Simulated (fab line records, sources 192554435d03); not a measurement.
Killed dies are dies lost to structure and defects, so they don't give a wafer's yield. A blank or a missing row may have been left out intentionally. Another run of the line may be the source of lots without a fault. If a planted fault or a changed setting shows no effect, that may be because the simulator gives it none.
fab line records	flow n5_finfet
record: lots: 24	wafers: 72	last_day: 18
route steps=1938 shown BEOL_M10@1522 BEOL_M11@1536 BEOL_M12@1646 BEOL_M13@1670
lots that met no fault: taken from a fault-free run of the same line
start_h: hours from the record's first day to the start of the lot's first wafer shown	wait_h: hours from the lot's prior step to this one	" same as the row above	L1.1+2: one row covering several wafers at once	- no value, or no start given	* or withheld: withheld	< > ~ a bound
route shown NAME@n: NAME is a module with steps in the file, n the number in the route of the first one	usual: mean and standard deviation over wafers with no fault	same: alike in all rows	chamber/n: place in a boat	sites: each site's reading	_std_site: standard deviation across them	_edge_site: the outer-site mean with the inner-site mean subtracted	radius_mm: how far each site lies from the wafer's centre	mask NAME#n: copy n	behind: the last tool/chamber to shape the wafer	hold: cause of the lot's hold/its duration in hours/its outcome	device: whichever transistor did not switch (one of n, p or np)	end of line: at the end of the route, the tests of the same wafers	for a step that has no rows: nothing shown but its recipe	killed: dies lost to structure and defects at the first sort, not the wafer's yield	map: shows each die of a wafer: x if killed, . if not, _ if none is there
set.NAME: the setting as run; set.NAME@STEP: as run at that earlier step	model.NAME: the simulator's own value behind a step, which no gauge read
route steps across a sampled set of lots; one table per step, one row per wafer
services: the hour from which a tool's chamber was out of use, counted from the record's first day as start_h (under 0 if before that day), plus the number of hours and why
== steps ==
step: N5_BEOL_M10_DEGAS_44
recipe: ambient: vacuum	temp_c: 250	time_s: 60
usual: heater_power_w: 315/29
lot.wafer	tool	chamber	start_h	wait_h	heater_power_w
L074.3	pvd_sputter-01	-	218.55	0.3	328
L074.4	"	-	"	"	342
L074.5	"	-	"	"	271
L075.1	pvd_sputter-02	-	237.66	0.9	373
L075.3	"	-	"	"	342
L075.6	"	-	"	"	336
L076.1	pvd_sputter-03	-	237.79	0.4	312
L076.3	"	-	"	"	295
L076.4	"	-	"	"	289
L079.1	pvd_sputter-02	-	248.11	0.4	286
L079.4	"	-	"	"	335
L079.6	"	-	"	"	337
L077.1	pvd_sputter-01	-	252.87	0.3	318
L077.3	"	-	"	"	268
L077.6	"	-	"	"	270
L078.1	pvd_sputter-01	-	255.37	1.4	347
L078.4	"	-	"	"	328
L078.5	"	-	"	"	319
L080.1	pvd_sputter-02	-	258.82	0.6	280
L080.3	"	-	"	"	329
L080.5	"	-	"	"	335
L081.1	pvd_sputter-02	-	269.21	0.7	283
L081.2	"	-	"	"	373
L081.5	"	-	"	"	289
L082.1	pvd_sputter-01	-	279.23	0.3	277
L082.5	"	-	"	"	322
L082.6	"	-	"	"	315
L083.4	pvd_sputter-01	-	286.55	0.3	313
L083.5	"	-	"	"	351
L083.6	"	-	"	"	323
L084.2	pvd_sputter-03	-	297.25	0.2	314
L084.4	"	-	"	"	328
L084.5	"	-	"	"	280
L086.1	pvd_sputter-03	-	299.15	0.4	292
L086.2	"	-	"	"	317
L086.3	"	-	"	"	332
L085.2	pvd_sputter-01	-	304.21	0.4	323
L085.4	"	-	"	"	321
L085.6	"	-	"	"	275
L088.1	pvd_sputter-01	-	306.47	0.3	270
L088.4	"	-	"	"	325
L088.6	"	-	"	"	267
L087.1	pvd_sputter-01	-	306.76	0.3	326
L087.2	"	-	"	"	304
L087.6	"	-	"	"	272
L090.3	pvd_sputter-03	-	324.74	0.3	329
L090.4	"	-	"	"	317
L090.5	"	-	"	"	284
L089.2	pvd_sputter-02	-	326.14	1.0	366
L089.3	"	-	"	"	281
L089.5	"	-	"	"	332
L091.2	pvd_sputter-03	-	331.86	0.4	292
L091.4	"	-	"	"	309
L091.6	"	-	"	"	288
L092.2	pvd_sputter-02	-	332.04	0.3	375
L092.3	"	-	"	"	334
L092.5	"	-	"	"	287
L093.1	pvd_sputter-02	-	340.79	0.3	372
L093.4	"	-	"	"	282
L093.6	"	-	"	"	324
L094.1	pvd_sputter-03	-	343.81	0.6	329
L094.3	"	-	"	"	316
L094.4	"	-	"	"	302
L096.3	pvd_sputter-03	-	357.22	0.5	315
L096.4	"	-	"	"	295
L096.5	"	-	"	"	291
L095.2	pvd_sputter-03	-	357.46	0.6	333
L095.3	"	-	"	"	317
L095.4	"	-	"	"	295
L097.2	pvd_sputter-01	-	367.47	0.2	325
L097.3	"	-	"	"	347
L097.4	"	-	"	"	271
step: N5_BEOL_M11_ILD_DEP_00
recipe: material: SiCOH_lowk	target_thk_a: 3085.1	temp_c: 300	precursor: DEMS/porogen	pressure_torr: 5	rf_w: 500	time_s: 58
usual: chamber_pressure_Torr: 4.999/0.011	heater_power_outer_w: 139/32	heater_power_w: 299/59	showerhead_plenum_p_Torr: 5.741/0.0092	throttle_valve_pct: 13.9/0.86
lot.wafer	tool	chamber	start_h	wait_h	chamber_pressure_Torr	heater_power_outer_w	heater_power_w	showerhead_plenum_p_Torr	throttle_valve_pct
L074.3	pecvd-02	0	220.24	0.0	4.996	129	285	5.750	13.7
L074.4	"	0	"	"	4.996	135	297	5.762	13.8
L074.5	"	2	"	"	5.004	131	253	5.741	12.6
L075.1	pecvd-02	1	239.25	0.0	4.992	186	398	5.721	13.8
L075.3	"	0	"	"	5.010	160	327	5.749	13.9
L075.6	"	2	"	"	5.001	125	249	5.745	12.6
L076.1	pecvd-02	2	239.94	0.2	4.996	110	224	5.740	12.6
L076.3	"	1	"	"	4.999	168	370	5.722	14.3
L076.4	"	1	"	"	5.004	180	379	5.715	14.0
L079.1	pecvd-02	0	251.61	0.0	4.982	156	328	5.749	13.8
L079.4	"	0	"	"	4.988	158	327	5.740	13.9
L079.6	"	1	"	"	4.986	137	325	5.733	14.1
L077.1	pecvd-03	2	255.36	0.0	4.985	175	367	5.751	14.0
L077.3	"	2	"	"	4.997	178	375	5.740	13.9
L077.6	"	2	"	"	4.997	192	391	5.737	14.0
L078.1	pecvd-03	0	257.70	0.0	5.009	71	215	5.737	14.9
L078.4	"	1	"	"	5.019	141	289	5.727	15.5
L078.5	"	0	"	"	4.981	75	224	5.739	14.5
L080.1	pecvd-02	2	261.84	0.0	4.996	106	211	5.738	12.6
L080.3	"	1	"	"	4.983	160	343	5.713	14.4
L080.5	"	2	"	"	5.002	109	224	5.744	12.6
L081.1	pecvd-01	2	271.66	0.0	5.004	148	310	5.737	12.4
L081.2	"	0	"	"	5.009	128	283	5.740	14.8
L081.5	"	1	"	"	5.002	91	227	5.721	14.3
L082.1	pecvd-02	0	281.29	0.0	4.994	124	286	5.732	13.7
L082.5	"	1	"	"	4.995	133	319	5.727	14.3
L082.6	"	0	"	"	4.993	131	298	5.745	13.8
L083.4	pecvd-02	2	288.28	0.1	5.010	121	235	5.740	12.7
L083.5	"	1	"	"	5.013	182	377	5.734	13.9
L083.6	"	0	"	"	5.008	153	337	5.743	13.9
L084.2	pecvd-02	2	299.50	0.0	5.008	108	226	5.739	12.8
L084.4	"	0	"	"	5.011	133	298	5.755	13.8
L084.5	"	1	"	"	5.003	191	399	5.755	14.0
L086.1	pecvd-01	0	301.16	0.0	5.005	126	291	5.754	15.0
L086.2	"	2	"	"	4.993	171	343	5.763	12.5
L086.3	"	1	"	"	4.995	80	213	5.737	14.4
L085.2	pecvd-01	0	306.67	0.0	5.018	147	313	5.744	15.2
L085.4	"	0	"	"	4.994	152	323	5.748	14.7
L085.6	"	1	"	"	4.995	109	257	5.742	14.3
L088.1	pecvd-03	2	308.16	0.0	5.042	177	372	5.731	14.1
L088.4	"	2	"	"	4.997	183	384	5.754	14.1
L088.6	"	1	"	"	4.990	122	257	5.744	15.4
L087.1	pecvd-01	1	308.55	0.0	5.000	106	256	5.732	14.4
L087.2	"	2	"	"	5.013	159	326	5.746	12.6
L087.6	"	2	"	"	4.993	166	326	5.755	12.5
L090.3	pecvd-02	1	326.57	0.0	4.999	182	381	5.725	14.0
L090.4	"	2	"	"	5.004	112	225	5.734	13.0
L090.5	"	1	"	"	4.992	186	397	5.733	14.0
L089.2	pecvd-03	1	328.23	0.0	4.982	139	281	5.746	15.3
L089.3	"	2	"	"	4.990	174	365	5.734	14.0
L089.5	"	0	"	"	5.015	96	250	5.743	15.0
L091.2	pecvd-02	2	333.91	0.0	4.999	123	237	5.751	12.6
L091.4	"	1	"	"	4.995	151	348	5.747	13.9
L091.6	"	2	"	"	5.005	125	236	5.749	12.8
L092.2	pecvd-03	2	334.43	0.0	4.985	161	345	5.745	14.2
L092.3	"	0	"	"	5.009	82	230	5.739	14.8
L092.5	"	2	"	"	4.998	173	347	5.750	14.1
L093.1	pecvd-01	2	342.46	0.0	5.005	136	292	5.732	12.5
L093.4	"	1	"	"	5.008	111	257	5.747	14.6
L093.6	"	0	"	"	5.011	150	322	5.740	14.6
L094.1	pecvd-03	0	345.59	0.0	4.989	98	251	5.736	14.8
L094.3	"	2	"	"	5.001	180	358	5.742	14.0
L094.4	"	2	"	"	4.991	188	386	5.734	14.0
L096.3	pecvd-02	1	360.71	0.0	4.988	182	393	5.743	14.0
L096.4	"	2	"	"	5.000	112	230	5.730	13.1
L096.5	"	0	"	"	4.986	159	328	5.742	14.1
L095.2	pecvd-02	2	361.39	0.0	5.009	130	249	5.736	12.9
L095.3	"	1	"	"	5.004	183	390	5.747	13.8
L095.4	"	0	"	"	5.002	142	308	5.744	13.6
L097.2	pecvd-02	1	369.44	0.0	5.003	189	384	5.738	13.9
L097.3	"	0	"	"	5.004	119	282	5.730	13.8
L097.4	"	1	"	"	5.016	189	395	5.734	14.0
step: N5_BEOL_M11_CD_MEAS_11
recipe: target_cd_nm: 64.1	landing_energy_ev: 500	detector: se_inlens	polarity: opening
usual: cd_nm: 64.0/0.45
lot.wafer	tool	chamber	start_h	wait_h	cd_nm
L074.3	cd_sem-02	0	221.48	-	64.4
L074.4	"	0	"	"	63.5
L074.5	"	0	"	"	64.1
L075.1	cd_sem-03	0	240.79	-	64.3
L075.3	"	0	"	"	63.7
L075.6	"	0	"	"	63.6
L076.1	cd_sem-01	0	241.00	-	64.1
L076.3	"	0	"	"	64.2
L076.4	"	0	"	"	64.4
L079.1	cd_sem-03	0	253.60	-	64.2
L079.4	"	0	"	"	64.4
L079.6	"	0	"	"	64.2
L077.1	cd_sem-03	0	257.17	-	64.0
L077.3	"	0	"	"	64.2
L077.6	"	0	"	"	64.0
L078.1	cd_sem-02	0	259.65	-	63.7
L078.4	"	0	"	"	64.2
L078.5	"	0	"	"	63.3
L080.1	cd_sem-02	0	264.90	-	63.6
L080.3	"	0	"	"	63.7
L080.5	"	0	"	"	63.9
L081.1	cd_sem-02	0	274.38	-	64.1
L081.2	"	0	"	"	63.9
L081.5	"	0	"	"	63.9
L082.1	cd_sem-01	0	282.87	-	63.5
L082.5	"	0	"	"	64.4
L082.6	"	0	"	"	64.2
L083.4	cd_sem-02	0	290.57	-	64.2
L083.5	"	0	"	"	64.0
L083.6	"	0	"	"	63.8
L084.2	cd_sem-03	0	301.19	-	63.5
L084.4	"	0	"	"	63.6
L084.5	"	0	"	"	62.9
L086.1	cd_sem-03	0	303.68	-	64.4
L086.2	"	0	"	"	64.8
L086.3	"	0	"	"	64.9
L085.2	cd_sem-03	0	309.98	-	63.4
L085.4	"	0	"	"	64.2
L085.6	"	0	"	"	63.9
L088.1	cd_sem-01	0	310.26	-	65.2
L088.4	"	0	"	"	64.6
L088.6	"	0	"	"	63.9
L087.1	cd_sem-03	0	310.74	-	63.8
L087.2	"	0	"	"	64.1
L087.6	"	0	"	"	64.4
L090.3	cd_sem-01	0	328.99	-	63.8
L090.4	"	0	"	"	64.3
L090.5	"	0	"	"	63.5
L089.2	cd_sem-03	0	329.99	-	63.6
L089.3	"	0	"	"	64.1
L089.5	"	0	"	"	63.7
L091.2	cd_sem-02	0	336.99	-	64.2
L091.4	"	0	"	"	64.0
L091.6	"	0	"	"	63.3
L092.2	cd_sem-02	0	337.40	-	64.4
L092.3	"	0	"	"	65.0
L092.5	"	0	"	"	64.5
L093.1	cd_sem-01	0	344.63	-	63.0
L093.4	"	0	"	"	62.8
L093.6	"	0	"	"	63.4
L094.1	cd_sem-02	0	347.82	-	64.2
L094.3	"	0	"	"	64.1
L094.4	"	0	"	"	63.9
L096.3	cd_sem-02	0	363.61	-	63.7
L096.4	"	0	"	"	63.9
L096.5	"	0	"	"	63.9
L095.2	cd_sem-03	0	363.77	-	64.9
L095.3	"	0	"	"	64.3
L095.4	"	0	"	"	64.4
L097.2	cd_sem-02	0	371.47	-	64.1
L097.3	"	0	"	"	63.8
L097.4	"	0	"	"	63.8
step: N5_BEOL_M11_CD_MEAS_18
recipe: pitch_nm: 140	target_cd_nm: 70
usual: cd_nm: 70.0/0.5
lot.wafer	tool	chamber	start_h	wait_h	cd_nm
L074.3	cd_sem-02	-	223.48	0.1	70.6
L074.4	"	-	"	"	69.9
L074.5	"	-	"	"	70.4
L075.1	cd_sem-03	-	241.45	0.0	69.7
L075.3	"	-	"	"	69.7
L075.6	"	-	"	"	70.2
L076.1	cd_sem-01	-	241.92	0.0	70.8
L076.3	"	-	"	"	70.5
L076.4	"	-	"	"	70.2
L079.1	cd_sem-02	-	254.14	0.0	69.6
L079.4	"	-	"	"	70.1
L079.6	"	-	"	"	69.8
L077.1	cd_sem-02	-	257.75	0.0	69.6
L077.3	"	-	"	"	70.6
L077.6	"	-	"	"	70.1
L078.1	cd_sem-03	-	260.19	0.0	69.2
L078.4	"	-	"	"	69.7
L078.5	"	-	"	"	69.5
L080.1	cd_sem-03	-	265.44	0.0	70.0
L080.3	"	-	"	"	69.4
L080.5	"	-	"	"	69.6
L081.1	cd_sem-02	-	275.06	0.0	70.4
L081.2	"	-	"	"	70.3
L081.5	"	-	"	"	70.6
L082.1	cd_sem-02	-	283.42	0.0	70.1
L082.5	"	-	"	"	70.2
L082.6	"	-	"	"	70.1
L083.4	cd_sem-02	-	291.24	0.1	70.2
L083.5	"	-	"	"	70.4
L083.6	"	-	"	"	70.3
L084.2	cd_sem-03	-	301.73	0.1	69.3
L084.4	"	-	"	"	69.6
L084.5	"	-	"	"	68.5
L086.1	cd_sem-02	-	304.32	0.0	70.4
L086.2	"	-	"	"	70.5
L086.3	"	-	"	"	70.9
L085.2	cd_sem-03	-	310.65	0.1	69.4
L085.4	"	-	"	"	70.0
L085.6	"	-	"	"	70.1
L088.1	cd_sem-02	-	310.98	0.0	70.9
L088.4	"	-	"	"	70.4
L088.6	"	-	"	"	69.6
L087.1	cd_sem-01	-	311.45	0.0	70.1
L087.2	"	-	"	"	69.7
L087.6	"	-	"	"	70.4
L090.3	cd_sem-01	-	329.58	0.1	69.9
L090.4	"	-	"	"	70.4
L090.5	"	-	"	"	69.2
L089.2	cd_sem-02	-	330.61	0.1	70.4
L089.3	"	-	"	"	69.8
L089.5	"	-	"	"	70.0
L091.2	cd_sem-02	-	337.65	0.1	70.5
L091.4	"	-	"	"	69.9
L091.6	"	-	"	"	68.7
L092.2	cd_sem-01	-	338.03	0.1	70.5
L092.3	"	-	"	"	70.5
L092.5	"	-	"	"	69.2
L093.1	cd_sem-02	-	345.17	0.1	68.8
L093.4	"	-	"	"	69.1
L093.6	"	-	"	"	69.8
L094.1	cd_sem-02	-	348.57	0.0	69.8
L094.3	"	-	"	"	69.8
L094.4	"	-	"	"	70.1
L096.3	cd_sem-02	-	364.36	0.1	69.8
L096.4	"	-	"	"	69.2
L096.5	"	-	"	"	69.7
L095.2	cd_sem-01	-	364.82	0.1	71.1
L095.3	"	-	"	"	69.7
L095.4	"	-	"	"	69.7
L097.2	cd_sem-01	-	372.58	0.1	70.5
L097.3	"	-	"	"	69.6
L097.4	"	-	"	"	69.7
step: N5_BEOL_M12_DEGAS_41
recipe: ambient: vacuum	temp_c: 250	time_s: 60
usual: heater_power_w: 316/28
lot.wafer	tool	chamber	start_h	wait_h	heater_power_w
L074.3	pvd_sputter-01	-	230.67	0.2	326
L074.4	"	-	"	"	317
L074.5	"	-	"	"	333
L075.1	pvd_sputter-01	-	252.39	1.1	274
L075.3	"	-	"	"	354
L075.6	"	-	"	"	272
L076.1	pvd_sputter-01	-	253.21	0.5	337
L076.3	"	-	"	"	331
L076.4	"	-	"	"	265
L079.1	pvd_sputter-03	-	262.07	0.2	339
L079.4	"	-	"	"	281
L079.6	"	-	"	"	282
L077.1	pvd_sputter-02	-	265.61	0.1	376
L077.3	"	-	"	"	285
L077.6	"	-	"	"	335
L078.1	pvd_sputter-02	-	269.77	0.4	292
L078.4	"	-	"	"	314
L078.5	"	-	"	"	317
L080.1	pvd_sputter-03	-	274.58	0.4	278
L080.3	"	-	"	"	289
L080.5	"	-	"	"	284
L081.1	pvd_sputter-03	-	287.15	0.6	332
L081.2	"	-	"	"	314
L081.5	"	-	"	"	320
L082.1	pvd_sputter-01	-	293.11	0.4	269
L082.5	"	-	"	"	349
L082.6	"	-	"	"	335
L083.4	pvd_sputter-01	-	300.01	0.2	353
L083.5	"	-	"	"	313
L083.6	"	-	"	"	270
L084.2	pvd_sputter-01	-	310.34	0.6	351
L084.4	"	-	"	"	274
L084.5	"	-	"	"	272
L086.1	pvd_sputter-02	-	311.75	0.5	337
L086.2	"	-	"	"	315
L086.3	"	-	"	"	375
L085.2	pvd_sputter-03	-	320.44	0.4	312
L085.4	"	-	"	"	333
L085.6	"	-	"	"	297
L088.1	pvd_sputter-01	-	323.05	2.1	328
L088.4	"	-	"	"	311
L088.6	"	-	"	"	322
L087.1	pvd_sputter-02	-	324.74	0.5	335
L087.2	"	-	"	"	377
L087.6	"	-	"	"	331
L090.3	pvd_sputter-01	-	338.35	0.6	332
L090.4	"	-	"	"	266
L090.5	"	-	"	"	325
L089.2	pvd_sputter-03	-	339.96	1.2	289
L089.3	"	-	"	"	312
L089.5	"	-	"	"	314
L091.2	pvd_sputter-03	-	347.77	0.3	317
L091.4	"	-	"	"	291
L091.6	"	-	"	"	314
L092.2	pvd_sputter-01	-	347.83	0.3	324
L092.3	"	-	"	"	273
L092.5	"	-	"	"	324
L093.1	pvd_sputter-01	-	358.49	0.1	320
L093.4	"	-	"	"	326
L093.6	"	-	"	"	267
L094.1	pvd_sputter-01	-	360.05	1.5	333
L094.3	"	-	"	"	344
L094.4	"	-	"	"	276
L096.3	pvd_sputter-03	-	380.35	1.2	335
L096.4	"	-	"	"	282
L096.5	"	-	"	"	275
L095.2	pvd_sputter-02	-	380.74	0.3	279
L095.3	"	-	"	"	330
L095.4	"	-	"	"	369
L097.2	pvd_sputter-01	-	385.74	0.3	271
L097.3	"	-	"	"	325
L097.4	"	-	"	"	317
step: N5_BEOL_M13_OVL_MEAS_11
recipe: points_per_wafer: 44
usual: V12_OVL: -4/5.6
same: points_per_wafer: 44
lot.wafer	tool	chamber	start_h	wait_h	V12_OVL[nm]
L074.3	overlay-01	0	232.62	0.0	4
L074.4	"	0	"	"	5
L074.5	"	0	"	"	0
L075.1	overlay-01	0	254.24	0.0	-11
L075.3	"	0	"	"	-9
L075.6	"	0	"	"	-10
L076.1	overlay-01	0	255.10	0.0	-12
L076.3	"	0	"	"	-17
L076.4	"	0	"	"	-15
L079.1	overlay-02	0	263.83	0.0	-14
L079.4	"	0	"	"	-4
L079.6	"	0	"	"	-6
L077.1	overlay-01	0	268.89	0.0	-4
L077.3	"	0	"	"	-4
L077.6	"	0	"	"	-7
L078.1	overlay-01	0	271.73	0.0	-6
L078.4	"	0	"	"	-11
L078.5	"	0	"	"	-6
L080.1	overlay-01	0	276.52	0.0	-7
L080.3	"	0	"	"	4
L080.5	"	0	"	"	7
L081.1	overlay-02	0	288.96	0.0	-5
L081.2	"	0	"	"	-4
L081.5	"	0	"	"	-4
L082.1	overlay-02	0	295.00	0.0	-3
L082.5	"	0	"	"	-2
L082.6	"	0	"	"	-6
L083.4	overlay-02	0	301.78	0.0	5
L083.5	"	0	"	"	-5
L083.6	"	0	"	"	6
L084.2	overlay-02	0	312.12	0.0	-5
L084.4	"	0	"	"	-4
L084.5	"	0	"	"	-9
L086.1	overlay-02	0	313.53	0.0	-6
L086.2	"	0	"	"	-2
L086.3	"	0	"	"	-11
L085.2	overlay-01	0	323.54	0.0	-3
L085.4	"	0	"	"	-8
L085.6	"	0	"	"	-9
L088.1	overlay-02	0	324.81	0.0	-13
L088.4	"	0	"	"	-11
L088.6	"	0	"	"	-15
L087.1	overlay-01	0	326.50	0.0	-2
L087.2	"	0	"	"	0
L087.6	"	0	"	"	0
L090.3	overlay-01	0	340.31	0.0	-5
L090.4	"	0	"	"	-8
L090.5	"	0	"	"	-8
L089.2	overlay-02	0	341.85	0.0	-3
L089.3	"	0	"	"	-13
L089.5	"	0	"	"	-4
L091.2	overlay-02	0	349.54	0.0	-4
L091.4	"	0	"	"	-4
L091.6	"	0	"	"	-1
L092.2	overlay-01	0	349.75	0.0	-12
L092.3	"	0	"	"	-2
L092.5	"	0	"	"	-6
L093.1	overlay-02	0	361.46	0.0	-1
L093.4	"	0	"	"	-1
L093.6	"	0	"	"	-1
L094.1	overlay-01	0	362.69	0.0	10
L094.3	"	0	"	"	5
L094.4	"	0	"	"	-1
L096.3	overlay-01	0	382.24	0.0	-7
L096.4	"	0	"	"	-3
L096.5	"	0	"	"	-8
L095.2	overlay-01	0	382.50	0.0	1
L095.3	"	0	"	"	-3
L095.4	"	0	"	"	3
L097.2	overlay-02	0	388.30	0.0	-1
L097.3	"	0	"	"	-7
L097.4	"	0	"	"	-1
== services ==
tool	chamber	start_h	hours	kind
pecvd-02	2	198.32	2.1	scheduled_down
pecvd-03	-	228.69	2.8	pm
pecvd-01	0	229.86	2.1	scheduled_down
pecvd-01	-	232.63	14.6	pm
pecvd-03	0	253.32	2.1	scheduled_down
pecvd-02	2	260.86	-	calibration
pecvd-03	1	280.50	2.5	repair
pecvd-03	2	329.26	2.1	scheduled_down
pecvd-01	1	337.56	2.1	scheduled_down
pvd_sputter-01	-	352.67	1.6	repair
pecvd-03	1	383.62	-	clean
pecvd-03	1	383.62	-	consumable_replace:showerhead
pecvd-03	1	383.62	29.0	scheduled_down
pecvd-03	1	383.62	29.0	vent_cycle
== key ==
fault none
